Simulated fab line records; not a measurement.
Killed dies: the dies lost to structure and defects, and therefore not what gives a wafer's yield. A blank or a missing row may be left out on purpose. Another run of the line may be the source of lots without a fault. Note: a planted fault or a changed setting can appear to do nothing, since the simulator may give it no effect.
Which of the tools did it? :: flow nand harc :: 36 wafers from 12 lots sampled at 5 of the route's 1159 steps

## WHAT THE GAUGES READ, wafer by wafer
NHARC_END_SORT_01. Usual: killed at array 28, standard deviation 9.1; killed at other 0.6, standard deviation 0.87; killed at periphery 3.4, standard deviation 2.7; killed dies 32, standard deviation 9; killed open 3.2, standard deviation 1.9; killed short 2.0, standard deviation 1.3.
lot: L526
measured: day 19 09:19
on: prober-01
killed at array: 13 20 17
killed at other: 2 1 1
killed at periphery: 3 5 6
killed dies: 18 26 24
killed open: 3 8 6
killed short: 3 3 1
flag: 

lot: L525
measured: day 19 20:50
on: prober-02
killed at array: 28 20 34
killed at other: 0 0 0
killed at periphery: 1 1 4
killed dies: 29 21 38
killed open: 2 3 3
killed short: 1 3 0
flag: 

lot: L531
measured: day 22 05:53
on: prober-02
killed at array: 35 35 38
killed at other: 0 0 1
killed at periphery: 5 9 7
killed dies: 40 44 46
killed open: 2 4 7
killed short: 2 1 1
flag: 

lot: L533
measured: day 21 13:59
on: prober-02
killed at array: 26 25 33
killed at other: 1 1 1
killed at periphery: 1 4 1
killed dies: 28 30 35
killed open: 3 4 2
killed short: 1 1 4
flag: 

lot: L532
measured: day 21 07:46
on: prober-02
killed at array: 19 20 23
killed at other: 1 0 0
killed at periphery: 10 3 2
killed dies: 30 23 25
killed open: 4 3 4
killed short: 1 2 2
flag: 

lot: L535
measured: day 23 06:07
on: prober-02
killed at array: 21 28 26
killed at other: 1 0 0
killed at periphery: 0 4 3
killed dies: 22 32 29
killed open: 0 1 1
killed short: 3 2 4
flag: 

lot: L534
measured: day 22 00:27
on: prober-02
killed at array: 28 24 24
killed at other: 0 1 1
killed at periphery: 1 2 4
killed dies: 29 27 29
killed open: 2 1 4
killed short: 1 2 5
flag: 

lot: L536
measured: day 23 15:31
on: prober-02
killed at array: 49 36 38
killed at other: 0 0 0
killed at periphery: 0 3 1
killed dies: 49 39 39
killed open: 3 7 3
killed short: 1 1 1
flag: 

lot: L541
measured: day 23 22:34
on: prober-02
killed at array: 557 578 545
killed at other: 0 0 0
killed at periphery: 2 0 7
killed dies: 559 578 552
killed open: 4 1 7
killed short: 3 0 0
flag: OFF

lot: L540
measured: day 24 05:35
on: prober-02
killed at array: 22 18 14
killed at other: 1 2 3
killed at periphery: 7 9 10
killed dies: 30 29 27
killed open: 3 1 2
killed short: 3 3 2
flag: 

lot: L544
measured: day 25 04:08
on: prober-02
killed at array: 569 551 557
killed at other: 2 0 0
killed at periphery: 3 4 4
killed dies: 574 555 561
killed open: 5 5 0
killed short: 0 2 3
flag: OFF

lot: L548
measured: day 26 12:13
on: prober-02
killed at array: 43 34 25
killed at other: 0 0 0
killed at periphery: 1 3 3
killed dies: 44 37 28
killed open: 3 4 2
killed short: 4 3 1
flag: 

## WHICH TOOL RAN EACH LOT (tool, then ch and the chambers of the sampled wafers, then the start)
lot: L526
NHARC_A_STAIRCASE_TRIM_18: rie diel-05 ch 0,3, day 11 05:08 or earlier
NHARC_A_STAIRCASE_TRIM_24: rie diel-05 ch 0,3, day 11 05:08 or earlier
NHARC_A_STAIRCASE_ETCH_25: rie diel-05 ch 0,3, day 11 05:08
NHARC_A_STAIRCASE_TRIM_26: rie diel-05 ch 1,2,3, day 19 09:19 or earlier

lot: L525
NHARC_A_STAIRCASE_TRIM_18: rie diel-13 ch 0,1,3, day 11 15:13 or earlier
NHARC_A_STAIRCASE_TRIM_24: rie diel-05 ch 1,2, day 11 15:13 or earlier
NHARC_A_STAIRCASE_ETCH_25: rie diel-05 ch 0,2,3, day 11 15:13
NHARC_A_STAIRCASE_TRIM_26: rie diel-05 ch 0,1,2, day 19 20:50 or earlier

lot: L531
NHARC_A_STAIRCASE_TRIM_18: rie diel-05 ch 0,1,3, day 12 20:14 or earlier
NHARC_A_STAIRCASE_TRIM_24: rie diel-09 ch 1,2,3, day 12 20:14 or earlier
NHARC_A_STAIRCASE_ETCH_25: rie diel-09 ch 1,2,3, day 12 20:14
NHARC_A_STAIRCASE_TRIM_26: rie diel-09 ch 1,2,3, day 22 05:53 or earlier

lot: L533
NHARC_A_STAIRCASE_TRIM_18: rie diel-09 ch 0,1,3, day 12 21:20 or earlier
NHARC_A_STAIRCASE_TRIM_24: rie diel-09 ch 1,2,3, day 12 21:20 or earlier
NHARC_A_STAIRCASE_ETCH_25: rie diel-09 ch 0,2,3, day 12 21:20
NHARC_A_STAIRCASE_TRIM_26: rie diel-09 ch 0,1,2, day 21 13:59 or earlier

lot: L532
NHARC_A_STAIRCASE_TRIM_18: rie diel-05 ch 0,2, day 12 22:40 or earlier
NHARC_A_STAIRCASE_TRIM_24: rie diel-13 ch 0,1, day 12 22:40 or earlier
NHARC_A_STAIRCASE_ETCH_25: rie diel-13 ch 2,3, day 12 22:40
NHARC_A_STAIRCASE_TRIM_26: rie diel-13 ch 0,2,3, day 21 07:46 or earlier

lot: L535
NHARC_A_STAIRCASE_TRIM_18: rie diel-09 ch 0,3, day 12 23:33 or earlier
NHARC_A_STAIRCASE_TRIM_24: rie diel-13 ch 0,1,3, day 12 23:33 or earlier
NHARC_A_STAIRCASE_ETCH_25: rie diel-13 ch 1,2,3, day 12 23:33
NHARC_A_STAIRCASE_TRIM_26: rie diel-13 ch 0,1,2, day 23 06:07 or earlier

lot: L534
NHARC_A_STAIRCASE_TRIM_18: rie diel-13 ch 0,2,3, day 12 23:46 or earlier
NHARC_A_STAIRCASE_TRIM_24: rie diel-09 ch 0,3, day 12 23:46 or earlier
NHARC_A_STAIRCASE_ETCH_25: rie diel-09 ch 1,2, day 12 23:46
NHARC_A_STAIRCASE_TRIM_26: rie diel-09 ch 0,3, day 22 00:27 or earlier

lot: L536
NHARC_A_STAIRCASE_TRIM_18: rie diel-05 ch 0,2,3, day 13 19:47 or earlier
NHARC_A_STAIRCASE_TRIM_24: rie diel-05 ch 0,1, day 13 19:47 or earlier
NHARC_A_STAIRCASE_ETCH_25: rie diel-05 ch 1,2,3, day 13 19:47
NHARC_A_STAIRCASE_TRIM_26: rie diel-05 ch 0,3, day 23 15:31 or earlier

lot: L541
NHARC_A_STAIRCASE_TRIM_18: rie diel-13 ch 0,3, day 14 15:44 or earlier
NHARC_A_STAIRCASE_TRIM_24: rie diel-09 ch 2,3, day 14 15:44 or earlier
NHARC_A_STAIRCASE_ETCH_25: rie diel-09 ch 0,2, day 14 15:44
NHARC_A_STAIRCASE_TRIM_26: rie diel-09 ch 1,2, day 23 22:34 or earlier

lot: L540
NHARC_A_STAIRCASE_TRIM_18: rie diel-13 ch 0,2, day 14 16:02 or earlier
NHARC_A_STAIRCASE_TRIM_24: rie diel-05 ch 0,3, day 14 16:02 or earlier
NHARC_A_STAIRCASE_ETCH_25: rie diel-05 ch 1,2, day 14 16:02
NHARC_A_STAIRCASE_TRIM_26: rie diel-05 ch 0,3, day 24 05:35 or earlier

lot: L544
NHARC_A_STAIRCASE_TRIM_18: rie diel-09 ch 1,2,3, day 15 06:29 or earlier
NHARC_A_STAIRCASE_TRIM_24: rie diel-09 ch 0,1,3, day 15 06:29 or earlier
NHARC_A_STAIRCASE_ETCH_25: rie diel-09 ch 0,1,2, day 15 06:29
NHARC_A_STAIRCASE_TRIM_26: rie diel-09 ch 1,2,3, day 25 04:08 or earlier

lot: L548
NHARC_A_STAIRCASE_TRIM_18: rie diel-13 ch 1,3, day 16 15:25 or earlier
NHARC_A_STAIRCASE_TRIM_24: rie diel-13 ch 0,1,3, day 16 15:25 or earlier
NHARC_A_STAIRCASE_ETCH_25: rie diel-13 ch 0,3, day 16 15:25
NHARC_A_STAIRCASE_TRIM_26: rie diel-13 ch 2,3, day 26 12:13 or earlier
- NHARC_A_STAIRCASE_TRIM_18: chemistry O2, time 211.2 s.
- NHARC_A_STAIRCASE_TRIM_24: chemistry O2, time 211.2 s.
- NHARC_A_STAIRCASE_ETCH_25: etches the open film in C4F8/O2, target depth 100 nm, time 40.5 s.
- NHARC_A_STAIRCASE_TRIM_26: chemistry O2, time 211.2 s.

## AS READ BY THE TOOLS THEMSELVES (means over the sampled wafers that have a number; for cases with no such wafer, the mark the record gives instead)
NHARC_A_STAIRCASE_TRIM_18. Usual: drypump motor current A 5.8 A, standard deviation 0.59; oes product au 1.000 a.u., standard deviation 0.011; rf vpp V 57.9 V, standard deviation 0.85; showerhead plenum p Torr 3.53 Torr, standard deviation 0.13; throttle valve pct 17.035 %, standard deviation 0.0089.
lot: L526
tool: rie diel-05
drypump motor current A (A): 6.6
oes product au (a.u.): 0.997
rf vpp V (V): 57.6
showerhead plenum p Torr (Torr): 3.37
throttle valve pct (%): 17.036
flag: 

lot: L525
tool: rie diel-13
drypump motor current A (A): 5.8
oes product au (a.u.): 0.996
rf vpp V (V): 57.7
showerhead plenum p Torr (Torr): 3.51
throttle valve pct (%): 17.038
flag: 

lot: L531
tool: rie diel-05
drypump motor current A (A): 6.1
oes product au (a.u.): 1.006
rf vpp V (V): 57.7
showerhead plenum p Torr (Torr): 3.45
throttle valve pct (%): 17.030
flag: 

lot: L533
tool: rie diel-09
drypump motor current A (A): 5.4
oes product au (a.u.): 1.008
rf vpp V (V): 58.0
showerhead plenum p Torr (Torr): 3.63
throttle valve pct (%): 17.030
flag: 

lot: L532
tool: rie diel-05
drypump motor current A (A): 6.1
oes product au (a.u.): 1.009
rf vpp V (V): 57.8
showerhead plenum p Torr (Torr): 3.44
throttle valve pct (%): 17.034
flag: 

lot: L535
tool: rie diel-09
drypump motor current A (A): 5.1
oes product au (a.u.): 0.998
rf vpp V (V): 57.7
showerhead plenum p Torr (Torr): 3.61
throttle valve pct (%): 17.039
flag: 

lot: L534
tool: rie diel-13
drypump motor current A (A): 5.7
oes product au (a.u.): 0.992
rf vpp V (V): 58.3
showerhead plenum p Torr (Torr): 3.54
throttle valve pct (%): 17.028
flag: 

lot: L536
tool: rie diel-05
drypump motor current A (A): 6.1
oes product au (a.u.): 1.013
rf vpp V (V): 57.8
showerhead plenum p Torr (Torr): 3.43
throttle valve pct (%): 17.031
flag: 

lot: L541
tool: rie diel-13
drypump motor current A (A): 5.4
oes product au (a.u.): 1.010
rf vpp V (V): 57.7
showerhead plenum p Torr (Torr): 3.54
throttle valve pct (%): 17.030
flag: 

lot: L540
tool: rie diel-13
drypump motor current A (A): 6.1
oes product au (a.u.): 1.001
rf vpp V (V): 57.3
showerhead plenum p Torr (Torr): 3.40
throttle valve pct (%): 17.032
flag: 

lot: L544
tool: rie diel-09
drypump motor current A (A): 5.4
oes product au (a.u.): 0.989
rf vpp V (V): 57.5
showerhead plenum p Torr (Torr): 3.59
throttle valve pct (%): 17.042
flag: 

lot: L548
tool: rie diel-13
drypump motor current A (A): 6.0
oes product au (a.u.): 1.004
rf vpp V (V): 57.7
showerhead plenum p Torr (Torr): 3.58
throttle valve pct (%): 17.044
flag: 

NHARC_A_STAIRCASE_TRIM_24. Usual: drypump motor current A 5.8 A, standard deviation 0.59; oes product au 1.000 a.u., standard deviation 0.011; rf vpp V 57.7 V, standard deviation 0.97; showerhead plenum p Torr 3.53 Torr, standard deviation 0.13; throttle valve pct 17.036 %, standard deviation 0.0094.
lot: L526
tool: rie diel-05
drypump motor current A (A): 6.6
oes product au (a.u.): 1.003
rf vpp V (V): 57.1
showerhead plenum p Torr (Torr): 3.38
throttle valve pct (%): 17.034
flag: 

lot: L525
tool: rie diel-05
drypump motor current A (A): 5.3
oes product au (a.u.): 1.005
rf vpp V (V): 57.2
showerhead plenum p Torr (Torr): 3.59
throttle valve pct (%): 17.035
flag: 

lot: L531
tool: rie diel-09
drypump motor current A (A): 5.4
oes product au (a.u.): 1.005
rf vpp V (V): 58.3
showerhead plenum p Torr (Torr): 3.60
throttle valve pct (%): 17.037
flag: 

lot: L533
tool: rie diel-09
drypump motor current A (A): 5.5
oes product au (a.u.): 0.999
rf vpp V (V): 57.0
showerhead plenum p Torr (Torr): 3.60
throttle valve pct (%): 17.040
flag: 

lot: L532
tool: rie diel-13
drypump motor current A (A): 6.4
oes product au (a.u.): 0.980
rf vpp V (V): 58.0
showerhead plenum p Torr (Torr): 3.47
throttle valve pct (%): 17.042
flag: 

lot: L535
tool: rie diel-13
drypump motor current A (A): 5.8
oes product au (a.u.): 0.999
rf vpp V (V): 57.7
showerhead plenum p Torr (Torr): 3.51
throttle valve pct (%): 17.044
flag: 

lot: L534
tool: rie diel-09
drypump motor current A (A): 5.1
oes product au (a.u.): 0.993
rf vpp V (V): 58.3
showerhead plenum p Torr (Torr): 3.61
throttle valve pct (%): 17.032
flag: 

lot: L536
tool: rie diel-05
drypump motor current A (A): 6.1
oes product au (a.u.): 1.005
rf vpp V (V): 58.5
showerhead plenum p Torr (Torr): 3.45
throttle valve pct (%): 17.035
flag: 

lot: L541
tool: rie diel-09
drypump motor current A (A): 5.1
oes product au (a.u.): 0.998
rf vpp V (V): 58.4
showerhead plenum p Torr (Torr): 3.57
throttle valve pct (%): 17.042
flag: 

lot: L540
tool: rie diel-05
drypump motor current A (A): 6.5
oes product au (a.u.): 1.004
rf vpp V (V): 57.9
showerhead plenum p Torr (Torr): 3.36
throttle valve pct (%): 17.036
flag: 

lot: L544
tool: rie diel-09
drypump motor current A (A): 5.4
oes product au (a.u.): 0.996
rf vpp V (V): 56.8
showerhead plenum p Torr (Torr): 3.62
throttle valve pct (%): 17.035
flag: 

lot: L548
tool: rie diel-13
drypump motor current A (A): 5.8
oes product au (a.u.): 1.002
rf vpp V (V): 57.2
showerhead plenum p Torr (Torr): 3.49
throttle valve pct (%): 17.031
flag: 

NHARC_A_STAIRCASE_ETCH_25. Usual: oes product au 0.942 a.u., standard deviation 0.014; rf fwd power W 591 W, standard deviation 3.2; rf vpp V 896 V, standard deviation 4.6.
lot: L526
tool: rie diel-05
oes product au (a.u.): 0.955
rf fwd power W (W): 594
rf vpp V (V): 890
flag: 

lot: L525
tool: rie diel-05
oes product au (a.u.): 0.949
rf fwd power W (W): 592
rf vpp V (V): 892
flag: 

lot: L531
tool: rie diel-09
oes product au (a.u.): 0.941
rf fwd power W (W): 588
rf vpp V (V): 898
flag: 

lot: L533
tool: rie diel-09
oes product au (a.u.): 0.939
rf fwd power W (W): 591
rf vpp V (V): 899
flag: 

lot: L532
tool: rie diel-13
oes product au (a.u.): 0.941
rf fwd power W (W): 591
rf vpp V (V): 901
flag: 

lot: L535
tool: rie diel-13
oes product au (a.u.): 0.939
rf fwd power W (W): 593
rf vpp V (V): 900
flag: 

lot: L534
tool: rie diel-09
oes product au (a.u.): 0.927
rf fwd power W (W): 589
rf vpp V (V): 899
flag: 

lot: L536
tool: rie diel-05
oes product au (a.u.): 0.949
rf fwd power W (W): 590
rf vpp V (V): 896
flag: 

lot: L541
tool: rie diel-09
oes product au (a.u.): 0.804
rf fwd power W (W): 590
rf vpp V (V): 899
flag: OFF

lot: L540
tool: rie diel-05
oes product au (a.u.): 0.952
rf fwd power W (W): 588
rf vpp V (V): 898
flag: 

lot: L544
tool: rie diel-09
oes product au (a.u.): 0.793
rf fwd power W (W): 590
rf vpp V (V): 899
flag: OFF

lot: L548
tool: rie diel-13
oes product au (a.u.): 0.929
rf fwd power W (W): 593
rf vpp V (V): 891
flag: 

NHARC_A_STAIRCASE_TRIM_26. Usual: drypump motor current A 5.8 A, standard deviation 0.58; oes product au 1.001 a.u., standard deviation 0.01; rf vpp V 57.8 V, standard deviation 0.91; showerhead plenum p Torr 3.54 Torr, standard deviation 0.12; throttle valve pct 17.036 %, standard deviation 0.01.
lot: L526
tool: rie diel-05
drypump motor current A (A): 5.7
oes product au (a.u.): 1.000
rf vpp V (V): 57.5
showerhead plenum p Torr (Torr): 3.52
throttle valve pct (%): 17.029
flag: 

lot: L525
tool: rie diel-05
drypump motor current A (A): 5.7
oes product au (a.u.): 1.005
rf vpp V (V): 57.7
showerhead plenum p Torr (Torr): 3.53
throttle valve pct (%): 17.033
flag: 

lot: L531
tool: rie diel-09
drypump motor current A (A): 5.5
oes product au (a.u.): 0.997
rf vpp V (V): 57.3
showerhead plenum p Torr (Torr): 3.60
throttle valve pct (%): 17.024
flag: 

lot: L533
tool: rie diel-09
drypump motor current A (A): 5.7
oes product au (a.u.): 1.003
rf vpp V (V): 58.0
showerhead plenum p Torr (Torr): 3.64
throttle valve pct (%): 17.034
flag: 

lot: L532
tool: rie diel-13
drypump motor current A (A): 5.7
oes product au (a.u.): 0.994
rf vpp V (V): 57.5
showerhead plenum p Torr (Torr): 3.54
throttle valve pct (%): 17.039
flag: 

lot: L535
tool: rie diel-13
drypump motor current A (A): 6.2
oes product au (a.u.): 0.999
rf vpp V (V): 58.4
showerhead plenum p Torr (Torr): 3.50
throttle valve pct (%): 17.037
flag: 

lot: L534
tool: rie diel-09
drypump motor current A (A): 5.4
oes product au (a.u.): 1.005
rf vpp V (V): 57.5
showerhead plenum p Torr (Torr): 3.65
throttle valve pct (%): 17.041
flag: 

lot: L536
tool: rie diel-05
drypump motor current A (A): 6.6
oes product au (a.u.): 1.005
rf vpp V (V): 57.0
showerhead plenum p Torr (Torr): 3.37
throttle valve pct (%): 17.034
flag: 

lot: L541
tool: rie diel-09
drypump motor current A (A): 5.8
oes product au (a.u.): 1.006
rf vpp V (V): 57.7
showerhead plenum p Torr (Torr): 3.61
throttle valve pct (%): 17.038
flag: 

lot: L540
tool: rie diel-05
drypump motor current A (A): 6.6
oes product au (a.u.): 1.006
rf vpp V (V): 58.0
showerhead plenum p Torr (Torr): 3.36
throttle valve pct (%): 17.041
flag: 

lot: L544
tool: rie diel-09
drypump motor current A (A): 5.4
oes product au (a.u.): 1.001
rf vpp V (V): 57.1
showerhead plenum p Torr (Torr): 3.59
throttle valve pct (%): 17.036
flag: 

lot: L548
tool: rie diel-13
drypump motor current A (A): 5.3
oes product au (a.u.): 1.006
rf vpp V (V): 58.6
showerhead plenum p Torr (Torr): 3.64
throttle valve pct (%): 17.044
flag: 

## THE ANSWER, worked out from the rows above alone
Rule: take the mean of a lot's wafers that have a number; if it is more than 3 standard deviations from the usual mean, the lot is off. Also off: a lot with no number at a reading for which 4 or more lots have one. All remaining lots with rows at the step are treated as sound. First the gauges in route order, then the tools' own readings, where a lot's mean is used as printed above. At the first step where some lot is off, the reading lying furthest off is the one used; lots without a number count as furthest.
Off at NHARC_END_SORT_01 (killed dies): L541, L544.
A tool fits if, at a process step before that reading, it ran every lot that is off, and no sound lot after the first of them. The gauges at NHARC_END_SORT_01 aren't tried: what is off there is off at NHARC_A_STAIRCASE_ETCH_25 too, on other tools, and a gauge's error can't cause that. With no start given for some of its lots, NHARC_A_STAIRCASE_TRIM_18 uses the hours and lot order of NHARC_A_STAIRCASE_ETCH_25. With no start given for some of its lots, NHARC_A_STAIRCASE_TRIM_24 uses the hours and lot order of NHARC_A_STAIRCASE_ETCH_25. With no start given for some of its lots, NHARC_A_STAIRCASE_TRIM_26 uses the hours and lot order of NHARC_END_SORT_01. One fits: rie diel-09 at NHARC_A_STAIRCASE_TRIM_24 and NHARC_A_STAIRCASE_ETCH_25 and NHARC_A_STAIRCASE_TRIM_26. At NHARC_A_STAIRCASE_TRIM_24 its last sound lot is L534 (day 12 23:46), its first lot that is off L541 (day 14 15:44): a fault that began between those two fits.

## WHAT THE SIMULATOR HAD PUT IN
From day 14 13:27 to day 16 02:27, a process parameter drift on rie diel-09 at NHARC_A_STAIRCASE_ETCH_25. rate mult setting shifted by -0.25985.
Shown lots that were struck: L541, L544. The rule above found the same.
